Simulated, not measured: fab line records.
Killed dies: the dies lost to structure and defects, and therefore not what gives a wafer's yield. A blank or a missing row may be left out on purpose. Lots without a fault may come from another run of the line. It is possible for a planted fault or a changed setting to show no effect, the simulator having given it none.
Chamber matching -- flow n5Finfet -- N5_BEOL_M8_ETCH_62 on rieDiel-05 has 4 sister chambers
The step etches SOC in N2/H2, target depth 110 nm, overetch 22 nm, time 165 s. 4 wafers are shown with their chamber, then 8 later ones without.

## WAFERS PAIRED WITH THEIR CHAMBERS
wafer,chamber,showerheadPlenumPTorr (Torr)
L078.2,3,2.61
L083.1,1,2.33
L088.1,2,2.70
L090.1,0,2.63

## WAFERS WITH NO CHAMBER GIVEN
wafer,showerheadPlenumPTorr (Torr)
L090.4,2.70
L090.5,2.70
L089.1,2.70
L089.2,2.60
L089.5,2.62
L095.2,2.62
L095.5,2.32
L095.6,2.69

## CHAMBER TAKEN BY EACH
wafer,from the rows above,in truth
L090.4,2,2
L090.5,2,2
L089.1,2,2
L089.2,3,3
L089.5,can't be placed: 0 or 3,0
L095.2,can't be placed: 0 or 3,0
L095.5,1,1
L095.6,2,2
Correctly placed: 6 of 8. Not placeable from these rows: 2 (in 2, the candidates include the true chamber). Wrongly placed: 0.
How it was worked out, from the rows above alone: a wafer's distance from a chamber is the root of the sum, over the readings, of the square of ((its reading less the chamber's mean) divided by the reading's scatter). If the next closest chamber is less than 2 further off than the closest, the wafer can't be placed; otherwise it belongs to the closest. The mean given for a chamber averages the wafers shown for that chamber. The scatter: root of mean squared gap, hidden wafer to nearest shown wafer, with one shown wafer a chamber.
